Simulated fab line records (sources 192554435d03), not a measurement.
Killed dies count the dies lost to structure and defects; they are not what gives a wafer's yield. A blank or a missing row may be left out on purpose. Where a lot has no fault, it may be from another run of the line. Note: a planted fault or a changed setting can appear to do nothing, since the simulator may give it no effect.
fab line records + flow n5-finfet
[record]
- lots = 5
- wafers = 15
- last-day = 21
route steps=1938 shown MOL_CONTACT_COAG@569 BEOL_M4@1111 PASSIVATION@1936
lots that met no fault: from a run of the same line without faults
start-h: start of the lot's first displayed wafer, in hours after the record's first day + wait-h: hours since the lot's step before + " unchanged from the row above + L1.1+2: one row covering several wafers at once + - value missing, or start not given + * or withheld: withheld + < > ~ a bound
route shown NAME@n: names a module that has steps shown in the file, with the first one's number in the route + usual: mean/standard deviation of fault-free wafers + same: alike in all rows + chamber/n: place in a boat + sites: readings site by site + _std_site: standard deviation across them + _edge_site: mean of outer sites minus mean of inner sites + radius-mm: how far each site lies from the wafer's centre + mask NAME#n: copy n + behind: the most recent tool/chamber to have shaped the wafer + hold: why the lot was held/for how many hours/how that ended + device: which transistor (n, p or np) failed to switch + end of line: the route-end tests of the same wafers + a step without rows: its recipe alone + killed: not the wafer's yield, but the dies lost to structure and defects at the first sort + map: shows each die of a wafer: x if killed, . if not, _ if none is there
set.NAME: the setting that was run; set.NAME@STEP: the one run at that earlier step + model.NAME: the simulator's own value behind a step, which no gauge read
lots at some steps of the route; a table a step, a row a wafer
services: a tool's chamber out of use, with start hour (start-h, from the record's first day; less than 0 if before it), hours out, and reason
[[steps]]
[step N5_MOL_CONTACT_COAG_SOFTBAKE_79]
[recipe]
- temp-c = 110
- time-s = 60
- resist = CAR-EUV
[step N5_MOL_CONTACT_COAG_EXPOSE_81]
[recipe]
- mask-id = VG
- na = 0.33
- source-shape = annular
- sigma-inner = 0.3
- sigma-outer = 0.7
- polarization = unpolarized
- defocus-nm = 0
- dose-mj = 59.5
[step N5_MOL_CONTACT_COAG_PEB_82]
[recipe]
- peb-temp-c = 100
- peb-time-s = 60
- resist = CAR-EUV
[step N5_MOL_CONTACT_COAG_DEVELOP_83]
[recipe]
- develop-time-s = 30
- developer = TMAH
- resist = CAR-EUV
- rinse-liquid = surfactant-rinse
- dry = air-spin
- dev-temp-c = 23
[step N5_MOL_CONTACT_COAG_DESCUM_88]
[recipe]
- chemistry = O2
- time-s = 7
- source-power-w = 50
- bias-power-w = 20
- pressure-mtorr = 20
- rf-frequency-hz = 2.712e+07
- temp-c = 40
- resist = CAR-EUV
- o2-flow-sccm = 225
[step N5_MOL_CONTACT_COAG_ETCH_89]
[recipe]
- chemistry = N2/H2
- target = underlayer
- target-depth-a = 130
- mask-material = CAR-EUV
- time-s = 10.4
- ion-energy-ev = 200
- pressure-mtorr = 30
- source-w = 840
- bias-w = 150
- n2-flow-sccm = 200
- h2-flow-sccm = 200
- ends = cleared
[step N5_MOL_CONTACT_COAG_ETCH_90]
[recipe]
- chemistry = CF4
- target = SiARC
- target-depth-a = 130
- mask-material = CAR-EUV
- time-s = 21.7
- ion-energy-ev = 80
- pressure-mtorr = 40
- source-w = 545
- bias-w = 36
- Ar_flow_sccm = 100
- cf4-flow-sccm = 100
- ends = cleared
[step N5_MOL_CONTACT_COAG_ALD_131]
[recipe]
- material = SiO2
- target-thk-a = 50
- temp-c = 100
- ald-precursor-family = BDEAS
- ald-co-reactant = O2-plasma
- pulse-time-s = 1
- co-reactant-pulse-time-s = 1
- purge-time-s = 2
- co-reactant-purge-time-s = 2
- ald-cycles = 35
- pressure-torr = 2
[step N5_MOL_CONTACT_COAG_ETCHBACK_132]
[recipe]
- chemistry = CHF3
- target = SiO2
- target-depth-a = 100
- time-s = 6.7
- ion-energy-ev = 200
- pressure-mtorr = 30
- source-w = 610
- bias-w = 170
- Ar_flow_sccm = 200
- CHF3_flow_sccm = 50
[step N5_MOL_CONTACT_COAG_ETCH_91]
[recipe]
- chemistry = N2/H2
- target = SOC
- target-depth-a = 600
- overetch-a = 210
- mask-material = SiARC
- temp-c = 40
- time-s = 101.2
- ion-energy-ev = 200
- pressure-mtorr = 30
- source-w = 840
- bias-w = 150
- n2-flow-sccm = 200
- h2-flow-sccm = 200
[usual]
- bias-w = 150.0/0.48
- drypump-motor-current-A = 5.9/0.37
- oes-product-au = 0.67/0.07
- rf-vpp-V = 525.4/2.3
- showerhead-plenum-p-Torr = 2.60/0.08
- throttle-valve-pct = 17.76/0.29
| lot.wafer | tool        | chamber | start-h | wait-h | bias-w | drypump-motor-current-A | oes-product-au | rf-hours-counter-h | rf-vpp-V | showerhead-plenum-p-Torr | throttle-valve-pct |
|-----------|-------------|---------|---------|--------|--------|-------------------------|----------------|--------------------|----------|--------------------------|--------------------|
| L998.2    | rie-diel-01 | 2       | 151.19  | 0.0    | 149.7  | 5.5                     | 0.62           | 162                | 524.8    | 2.55                     | 17.68              |
| L998.4    | "           | 3       | "       | "      | 149.9  | 6.4                     | 0.63           | 157                | 525.3    | 2.54                     | 17.57              |
| L998.5    | "           | 1       | "       | "      | 150.4  | 5.9                     | 0.58           | -                  | 523.3    | 2.50                     | 18.09              |
| L101.1    | rie-diel-01 | 2       | 173.94  | 0.0    | 150.6  | 5.6                     | 0.62           | 171                | 523.9    | 2.55                     | 17.69              |
| L101.4    | "           | 0       | "       | "      | 150.1  | 6.2                     | 0.69           | 73                 | 527.3    | 2.72                     | 17.99              |
| L101.5    | "           | 0       | "       | "      | 150.5  | 6.2                     | 0.69           | -                  | 528.6    | 2.72                     | 18.01              |
| L102.1    | rie-diel-01 | 1       | 176.21  | 0.0    | 150.8  | 6.0                     | 0.58           | 231                | 522.2    | 2.50                     | 18.11              |
| L102.2    | "           | 0       | "       | "      | 150.2  | 6.2                     | 0.70           | 73                 | 527.5    | 2.72                     | 17.96              |
| L102.4    | "           | 3       | "       | "      | 149.5  | 6.4                     | 0.63           | 165                | 524.7    | 2.53                     | 17.59              |
| L103.3    | rie-diel-01 | 2       | 179.72  | 0.0    | 150.4  | 5.6                     | 0.62           | 174                | 524.1    | 2.54                     | 17.69              |
| L103.4    | "           | 3       | "       | "      | 149.9  | 6.5                     | 0.62           | 166                | 523.3    | 2.53                     | 17.60              |
| L103.5    | "           | 2       | "       | "      | 150.9  | 5.5                     | 0.62           | -                  | 525.2    | 2.54                     | 17.70              |
| L112.2    | rie-diel-04 | 3       | 231.19  | 0.0    | 149.5  | 5.7                     | 0.57           | 265                | 523.8    | 2.60                     | 17.98              |
| L112.3    | "           | 2       | "       | "      | 150.1  | 5.7                     | 0.65           | -                  | 523.6    | 2.54                     | 17.66              |
| L112.4    | "           | 3       | "       | "      | 149.3  | 5.7                     | 0.58           | -                  | 525.5    | 2.60                     | 17.98              |
[step N5_MOL_CONTACT_COAG_STRIP_92]
[recipe]
- chemistry = N2/H2
- temp-c = 40
- n2-flow-sccm = 200
- h2-flow-sccm = 200
- rf-frequency-hz = 6e+07
[step N5_MOL_CONTACT_COAG_STRIP_93]
[recipe]
- chemistry = N2/H2
- temp-c = 40
- n2-flow-sccm = 200
- h2-flow-sccm = 200
- rf-frequency-hz = 6e+07
[step N5_MOL_CONTACT_COAG_ETCHBACK_135]
[recipe]
- chemistry = CHF3
- target = SiO2
- target-depth-a = 250
- time-s = 16.7
- ion-energy-ev = 200
- pressure-mtorr = 30
- source-w = 610
- bias-w = 170
- Ar_flow_sccm = 200
- CHF3_flow_sccm = 50
[step N5_MOL_CONTACT_COAG_STRIP_118]
[recipe]
- chemistry = CHF3
- resist = SiARC
- rf-frequency-hz = 6e+07
[step N5_MOL_CONTACT_COAG_VIA_ETCH_46]
[recipe]
- chemistry = C4F6/O2
- target-depth-a = 460
- overetch-a = 92
- mask-material = SOC
- target = SiO2
- bias-w = 455
- pressure-mtorr = 10
- time-s = 40
- source-w = 325
- Ar_flow_sccm = 300
- C4F6_flow_sccm = 10
- O2_flow_sccm = 10
- ion-energy-ev = 575.3
- ends = end-point
[step N5_MOL_CONTACT_COAG_STRIP_96]
[recipe]
- chemistry = N2/H2
- power-w = 500
- temp-c = 40
- pressure-mtorr = 50
- rf-frequency-hz = 6e+07
- overash-fraction = 0.3
- bias-power-w = 28
- h2-frac = 0.5
- n2-flow-sccm = 300
- h2-flow-sccm = 300
[step N5_MOL_CONTACT_COAG_ETCH_47]
[recipe]
- chemistry = CH3F/O2
- target = SiNx
- target-depth-a = 270
- mask-material = SiO2
- stop-on = W
- over-etch-frac = 0.2
- ion-energy-ev = 120
- endpoint = OES-CN
- pressure-mtorr = 30
- source-w = 395
- bias-w = 73
- Ar_flow_sccm = 150
- CH3F_flow_sccm = 30
- O2_flow_sccm = 20
- ends = end-point
[step N5_MOL_CONTACT_COAG_STRIP_119]
[recipe]
- chemistry = N2/H2
- time-s = 30
- power-w = 1000
- temp-c = 250
- pressure-mtorr = withheld
- n2-flow-sccm = 1750
- h2-flow-sccm = 3250
[step N5_MOL_CONTACT_COAG_PRECLEAN_144]
[recipe]
- chemistry = alkaline-clean
- temp-c = 60
- time-s = 60
- do-ppb = 50
[step N5_MOL_CONTACT_COAG_SRD_145]
[recipe]
- dry = ipa-marangoni
- time-s = 30
- temp-c = 23
- rinse-liquid = diw
[step N5_MOL_CONTACT_COAG_COAT_62]
[recipe]
- resist = SOC
- temp-c = 250
- time-s = 60
- spin-rpm = 1500
- resist-thk-nm = 60
[step N5_MOL_CONTACT_COAG_COAT_63]
[recipe]
- resist = SiARC
- temp-c = 220
- time-s = 60
- spin-rpm = 1500
- resist-thk-nm = 10
[step N5_MOL_CONTACT_COAG_COAT_64]
[recipe]
- resist = underlayer
- temp-c = 205
- time-s = 60
- spin-rpm = 1500
- resist-thk-nm = 10
[step N5_MOL_CONTACT_COAG_COAT_34]
[recipe]
- resist = CAR-EUV
- spin-rpm = 1500
- resist-thk-nm = 40
[step N5_MOL_CONTACT_COAG_EBR_36]
[recipe]
- solvent = PGMEA
- ebr-width-mm = 1.5
[step N5_MOL_CONTACT_COAG_SOFTBAKE_35]
[recipe]
- temp-c = 110
- time-s = 60
- resist = CAR-EUV
[step N5_MOL_CONTACT_COAG_EXPOSE_37]
[recipe]
- mask-id = VD
- na = 0.33
- source-shape = annular
- sigma-inner = 0.3
- sigma-outer = 0.7
- polarization = unpolarized
- defocus-nm = 0
- dose-mj = 62
[step N5_MOL_CONTACT_COAG_PEB_38]
[recipe]
- peb-temp-c = 100
- peb-time-s = 60
- resist = CAR-EUV
[step N5_MOL_CONTACT_COAG_DEVELOP_39]
[recipe]
- develop-time-s = 30
- developer = TMAH
- resist = CAR-EUV
- rinse-liquid = surfactant-rinse
- dry = air-spin
- dev-temp-c = 23
[step N5_MOL_CONTACT_COAG_INSPECT_42]
[recipe]
- mode = adi
- inspect-instrument = brightfield
[usual]
- raw-defect-count = 203/49
| lot.wafer | tool              | chamber | start-h | wait-h | raw-defect-count |
|-----------|-------------------|---------|---------|--------|------------------|
| L998.2    | defect-inspect-01 | -       | 152.05  | 0.0    | 185              |
| L998.4    | "                 | -       | "       | "      | 263              |
| L998.5    | "                 | -       | "       | "      | 234              |
| L101.1    | defect-inspect-01 | -       | 174.81  | 0.1    | 515              |
| L101.4    | "                 | -       | "       | "      | 566              |
| L101.5    | "                 | -       | "       | "      | 586              |
| L102.1    | defect-inspect-01 | -       | 177.07  | 0.1    | 603              |
| L102.2    | "                 | -       | "       | "      | 595              |
| L102.4    | "                 | -       | "       | "      | 476              |
| L103.3    | defect-inspect-02 | -       | 180.71  | 0.0    | 597              |
| L103.4    | "                 | -       | "       | "      | 474              |
| L103.5    | "                 | -       | "       | "      | 555              |
| L112.2    | defect-inspect-01 | -       | 232.32  | 0.0    | 175              |
| L112.3    | "                 | -       | "       | "      | 241              |
| L112.4    | "                 | -       | "       | "      | 180              |
[step N5_MOL_CONTACT_COAG_DESCUM_45]
[recipe]
- chemistry = O2
- time-s = 7
- source-power-w = 50
- bias-power-w = 20
- pressure-mtorr = 20
- rf-frequency-hz = 2.712e+07
- temp-c = 40
- resist = CAR-EUV
- o2-flow-sccm = 225
[step N5_BEOL_M4_RC_MEAS_101]
[usual]
- DIBL_N = 37.7/2
- DIBL_P = 37.7/2.3
- IOFF_N = 0.18/0.039
- IOFF_P = 0.23/0.042
- ION_N = 681/12
- ION_P = 463/8
- SS_N = 71.9/0.68
- SS_P = 73.6/0.71
- VT_N = 248/3.2
- VT_P = -249/3.1
| lot.wafer | tool      | chamber | start-h | wait-h | DIBL_N[mV/V] | DIBL_P[mV/V] | IOFF_N[nA/um] | IOFF_P[nA/um] | ION_N[uA/um] | ION_P[uA/um] | SS_N[mV/dec] | SS_P[mV/dec] | VT_N[mV] | VT_P[mV] |
|-----------|-----------|---------|---------|--------|--------------|--------------|---------------|---------------|--------------|--------------|--------------|--------------|----------|----------|
| L998.2    | prober-02 | 0       | 307.14  | 0.2    | 35.6         | 37.0         | 0.15          | 0.21          | 677          | 465          | 72.3         | 73.8         | 253      | -251     |
| L998.4    | "         | 0       | "       | "      | 41.6         | 42.8         | 0.27          | 0.31          | 699          | 465          | 73.3         | 75.9         | 245      | -246     |
| L998.5    | "         | 0       | "       | "      | 37.2         | 36.3         | 0.17          | 0.19          | 672          | 456          | 71.5         | 74.2         | 251      | -253     |
| L101.1    | prober-01 | 0       | 317.17  | 0.0    | 39.6         | 39.1         | 0.22          | 0.26          | 696          | 469          | 72.3         | 73.6         | 241      | -246     |
| L101.4    | "         | 0       | "       | "      | 36.9         | 36.4         | 0.16          | 0.20          | 678          | 456          | 71.9         | 73.1         | 247      | -251     |
| L101.5    | "         | 0       | "       | "      | 38.7         | 39.5         | 0.19          | 0.25          | 696          | 475          | 71.7         | 74.1         | 246      | -250     |
| L102.1    | prober-02 | 0       | 326.75  | 0.0    | 40.5         | 39.8         | 0.26          | 0.26          | 702          | 466          | 72.6         | 74.1         | 241      | -245     |
| L102.2    | "         | 0       | "       | "      | 38.0         | 37.5         | 0.19          | 0.22          | 694          | 467          | 72.0         | 73.7         | 247      | -250     |
| L102.4    | "         | 0       | "       | "      | 37.8         | 36.4         | 0.18          | 0.21          | 664          | 454          | 72.2         | 74.0         | 250      | -254     |
| L103.3    | prober-01 | 0       | 353.74  | 0.3    | 38.3         | 39.9         | 0.20          | 0.27          | 686          | 470          | 71.7         | 74.0         | 247      | -245     |
| L103.4    | "         | 0       | "       | "      | 36.3         | 36.5         | 0.15          | 0.20          | 675          | 457          | 71.1         | 73.2         | 255      | -250     |
| L103.5    | "         | 0       | "       | "      | 39.0         | 39.5         | 0.20          | 0.25          | 683          | 468          | 71.8         | 74.2         | 247      | -251     |
| L112.2    | prober-02 | 0       | 389.25  | 0.2    | 33.0         | 31.6         | 0.11          | 0.16          | 654          | 450          | 70.5         | 72.0         | 255      | -252     |
| L112.3    | "         | 0       | "       | "      | 36.0         | 36.1         | 0.16          | 0.22          | 661          | 457          | 71.9         | 74.1         | 248      | -250     |
| L112.4    | "         | 0       | "       | "      | 35.5         | 35.9         | 0.17          | 0.21          | 680          | 470          | 71.7         | 72.5         | 249      | -246     |
[step N5_PASSIVATION_PROBE_49]
[usual]
- defect-limited-yield = 91.1/1.4
- killed_at_M0_to_M3 = 34/9.6
- killed_at_M4_up = 15/5.3
- killed-at-contacts = 12/6.1
- killed-at-front-end = 40/11
- killed-at-other = 3.5/2.8
- killed-dies = 105/17
- killed-open = 70/12
- killed-short = 34/7.7
- sort_bin_4_leakage = 0.01/0.07
- sort_bin_5_function = 5.2/0.97
- sort_bin_6_memory = 3.4/0.62
- sort-n-pass = 1075/17
- sort-yield-pct = 91.1/1.4
[same]
- gross-dies = 1180
- killed-at-back-side = 0
- sort_bin_8_speed[%] = 0
| lot.wafer | tool      | chamber | start-h | wait-h | defect-limited-yield[%] | killed_at_M0_to_M3 | killed_at_M4_up | killed-at-contacts | killed-at-front-end | killed-at-other | killed-dies | killed-open | killed-short | sort_bin_4_leakage[%] | sort_bin_5_function[%] | sort_bin_6_memory[%] | sort-n-pass | sort-yield-pct[%] |
|-----------|-----------|---------|---------|--------|-------------------------|--------------------|-----------------|--------------------|---------------------|-----------------|-------------|-------------|--------------|-----------------------|------------------------|----------------------|-------------|-------------------|
| L101.1    | prober-01 | -       | 420.52  | 0.0    | 89.7                    | 20                 | 9               | 60                 | 26                  | 6               | 121         | 43          | 30           | 0                     | 7.0                    | 2.3                  | 1059        | 89.7              |
| L101.4    | prober-01 | -       | 420.67  | 0.2    | 82.1                    | 39                 | 14              | 114                | 41                  | 3               | 211         | 62          | 30           | 0                     | 11.0                   | 4.3                  | 969         | 82.1              |
| L101.5    | prober-01 | -       | 420.72  | 0.2    | 81.9                    | 20                 | 19              | 118                | 55                  | 1               | 213         | 68          | 25           | 0                     | 11.1                   | 4.2                  | 967         | 81.9              |
| L102.1    | prober-01 | -       | 433.44  | 0.0    | 86.7                    | 28                 | 16              | 76                 | 34                  | 3               | 157         | 68          | 23           | 0                     | 7.8                    | 4.2                  | 1023        | 86.7              |
| L102.2    | prober-01 | -       | 433.49  | 0.1    | 83.1                    | 28                 | 14              | 128                | 29                  | 0               | 199         | 77          | 24           | 0                     | 11.6                   | 4.0                  | 981         | 83.1              |
| L102.4    | prober-01 | -       | 433.59  | 0.2    | 84.9                    | 33                 | 13              | 116                | 16                  | 0               | 178         | 54          | 15           | 0                     | 10.4                   | 3.1                  | 1002        | 84.9              |
| L103.3    | prober-01 | -       | 454.57  | 0.4    | 85.3                    | 43                 | 17              | 63                 | 46                  | 4               | 173         | 86          | 38           | 0                     | 8.6                    | 4.7                  | 1007        | 85.3              |
| L103.4    | prober-01 | -       | 454.62  | 0.4    | 83.3                    | 41                 | 5               | 110                | 38                  | 3               | 197         | 58          | 38           | 0                     | 10.1                   | 4.7                  | 983         | 83.3              |
| L103.5    | prober-01 | -       | 454.67  | 0.5    | 88.5                    | 34                 | 10              | 64                 | 28                  | 0               | 136         | 62          | 28           | 0                     | 7.4                    | 3.1                  | 1044        | 88.5              |
// killed by level:class
L101.1 MOL_CONTACT_COAG:unspecified=48 FIN_SAQP:geometric-particle:open=10 MOL_CONTACT_COAG:geometric-particle:open=10 FIN_SAQP:geometric-particle:short=8 BEOL_M0_SAQP:geometric-particle:short=6 BEOL_M2:geometric-particle:open=4 BEOL_M2:geometric-particle:short=3 BEOL_M3:geometric-particle:open=3
L101.4 MOL_CONTACT_COAG:unspecified=109 FIN_SAQP:geometric-particle:open=10 HKMG_FIN:area-etch=10 FIN_SAQP:geometric-particle:short=9 BEOL_M1:geometric-particle:open=9 BEOL_M0_SAQP:geometric-particle:open=8 BEOL_M4:geometric-particle:open=6 BEOL_M0_SAQP:geometric-particle:short=6
L101.5 MOL_CONTACT_COAG:unspecified=111 BEOL_M4:geometric-particle:open=11 HKMG_FIN:area-etch=9 FIN_SAQP:geometric-particle:open=8 GATE_CUT:geometric-particle:short=8 BEOL_M3:geometric-particle:open=8 DUMMY_GATE:geometric-particle:open=6 MOL_CONTACT_COAG:geometric-particle:open=6
L102.1 MOL_CONTACT_COAG:unspecified=66 STI_FIN_REVEAL:geometric-particle:open=11 BEOL_M3:geometric-particle:open=10 MOL_CONTACT_COAG:geometric-particle:open=8 BEOL_M1:geometric-particle:open=7 BEOL_M4:geometric-particle:open=6 GATE_CUT:geometric-particle:short=4 GATE_CUT:geometric-particle:open=4
L102.2 MOL_CONTACT_COAG:unspecified=98 MOL_CONTACT_COAG:geometric-particle:open=27 BEOL_M3:geometric-particle:open=15 BEOL_M4:geometric-particle:open=9 STI_FIN_REVEAL:geometric-particle:open=6 GATE_CUT:geometric-particle:short=5 GATE_CUT:geometric-particle:open=5 STARTING-WAFER:geometric-particle:short=5
L102.4 MOL_CONTACT_COAG:unspecified=107 BEOL_M3:geometric-particle:open=13 BEOL_M4:geometric-particle:open=9 MOL_CONTACT_COAG:geometric-particle:open=8 BEOL_M2:geometric-particle:open=8 BEOL_M3:geometric-particle:short=5 STARTING-WAFER:geometric-particle:open=4 FIN_SAQP:geometric-particle:open=2
L103.3 MOL_CONTACT_COAG:unspecified=43 MOL_CONTACT_COAG:geometric-particle:open=16 BEOL_M4:geometric-particle:open=12 BEOL_M1:geometric-particle:open=10 BEOL_M2:geometric-particle:open=8 FIN_SAQP:geometric-particle:open=7 FIN_SAQP:geometric-particle:short=7 BEOL_M3:geometric-particle:open=6
L103.4 MOL_CONTACT_COAG:unspecified=101 FIN_SAQP:geometric-particle:short=12 FIN_SAQP:geometric-particle:open=8 BEOL_M2:geometric-particle:open=7 BEOL_M3:geometric-particle:open=7 BEOL_M0:geometric-particle:open=6 MOL_CONTACT_COAG:geometric-particle:open=5 STI_FIN_REVEAL:geometric-particle:open=4
L103.5 MOL_CONTACT_COAG:unspecified=46 MOL_CONTACT_COAG:geometric-particle:open=14 BEOL_M2:geometric-particle:open=14 BEOL_M1:geometric-particle:open=9 FIN_SAQP:geometric-particle:short=7 FIN_SAQP:geometric-particle:open=6 GATE_CUT:geometric-particle:open=5 MOL_CONTACT_COAG:geometric-particle:short=4
// map L101.5 (x killed, . not)
_________________.....x......________________
______________x............x...._____________
___________...x..x.x...x..........x__________
__________..x...............x......._________
________...................x.....x..x._______
_______.x.x....x.x....x..............x.______
______x.........x.xx...........x........_____
_____.x.x.x..............................____
____..x...........................x..x....___
___....x....x....x.........xx..............__
___...........................x............__
__x......x..x.............................x._
__....x.................................x..._
_...x...............x...........x............
_x...........x.....x........................x
_.x..........x..........................x....
_.........x...x............xx...............x
_x...x.....................x....x............
_.x.....x.................x.........x........
_x.............x........x...........x......x.
_......................x.................x...
__........xx....x..x..x....................._
__x........x.......xx.x.x..................._
___............x.xx...xx...................__
___.....x......xxxxxx.....x................__
____.x......x.xxxxxxxxxxx..........x......___
_____..x.....xxxxxxxxxx..xxx..x..........____
______x...x..xxxxxxxxxxxx.xx.x.........._____
_______.x.....xxxxxxxxxxxxx.......x....______
________.xx..xxxxxxxxxxxx.......x..xx._______
__________...xxxxxxxxxxxxxx...x....x_________
___________x.xxx.xxxxxx..x.........__________
______________x..x.xxxxx.x......_____________
_________________xxx.x.......________________
// map L102.2 (x killed, . not)
_________________............________________
______________...x......x.....xx_____________
___________..x.x..................x__________
__________.........................._________
________.............................._______
_______..x..x.................x...x....______
______..........x....x.x................_____
_____.xx....x............................____
____......x........x.xx......x........x...___
___......................x.......x.........__
___x............................x...x......__
__.................xxx...........x...x...x.._
__....x...x.................x.....x........._
_.......x..........x.....x...........x.......
_....x.....x..........x.........x...........x
_...........x...x....x.............x.x.x..x..
_...........................x................
_....x..x......................x.x...........
_........x.....xx...x.........x......x.......
_....x..................xxx......x...........
_............................................
__.x................x.x.......x......xx....._
__....x..x....x....x.x.x........x..........._
___.........x....x...x..x.........xx..x.x.x__
___....x.....x.x.xxxx.xxxx.................__
____.x..........xxxxxx.x.......x..........___
_____x.........xxxxxxxxxxx...........x...____
______.......xxxxxxxxxxxxx.............._____
_______......xxxxxxxxxxxxx.............______
________......xxxxxxxxx.xx............_______
__________.xx...xxxxxxxxx..........._________
___________...xxxxxxxxxx.xx.....x..__________
______________.x.xxxxx.....x.x.._____________
_________________..xx.xxx....________________
[[services]]
| tool        | chamber | start-h | hours | kind                          |
|-------------|---------|---------|-------|-------------------------------|
| rie-diel-01 | 3       | 166.05  | 3.5   | repair                        |
| rie-diel-04 | 0       | 198.98  | -     | clean                         |
| rie-diel-04 | 0       | 198.98  | -     | consumable-replace:focus-ring |
| rie-diel-04 | 0       | 198.98  | 36.9  | scheduled-down                |
| rie-diel-04 | 0       | 198.98  | 36.9  | vent-cycle                    |
| rie-diel-04 | 1       | 200.64  | 69.6  | repair                        |
| rie-diel-04 | 3       | 203.83  | 8.1   | repair                        |
| rie-diel-01 | -       | 214.57  | 2.8   | pm                            |
| rie-diel-01 | 1       | 219.36  | -     | clean                         |
| rie-diel-01 | 1       | 219.36  | -     | consumable-replace:focus-ring |
| rie-diel-01 | 1       | 219.36  | 21.5  | scheduled-down                |
| rie-diel-01 | 1       | 219.36  | 21.5  | vent-cycle                    |
[[key]]
[first-sign]
- step = N5_MOL_CONTACT_COAG_INSPECT_42
- reading = raw-defect-count
- direction = up
- sigmas = 7.1
- usual = 203
- struck = 552
[effect]
- step = N5_PASSIVATION_PROBE_49
- reading = killed-at-contacts
- direction = up
- sigmas = 14
- usual = 12
- struck = 94
[more-kills-born-at]
- N5_MOL_CONTACT_COAG_ETCH_91@rie-diel-01 = 729
met-at N5_MOL_CONTACT_COAG_ETCH_91
struck-wafers L101.1,L101.4,L101.5,L102.1,L102.2,L102.4,L103.3,L103.4,L103.5
[baseline-loss]
- step = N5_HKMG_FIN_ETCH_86
- wafers = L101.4
onset-between 151.19 173.94
[fault]
- kind = chamber-particle-source
- tool = rie-diel-01
- chamber = -
- onset-h = 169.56
- steps = N5_MOL_CONTACT_COAG_ETCH_91
- rate-per-visit-cm2 = 0.53633
- end-h = 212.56
// baseline-loss: these wafers lose ten dies or more at that step, a loss of the line's own and not of a fault; the sort's usual values leave them out
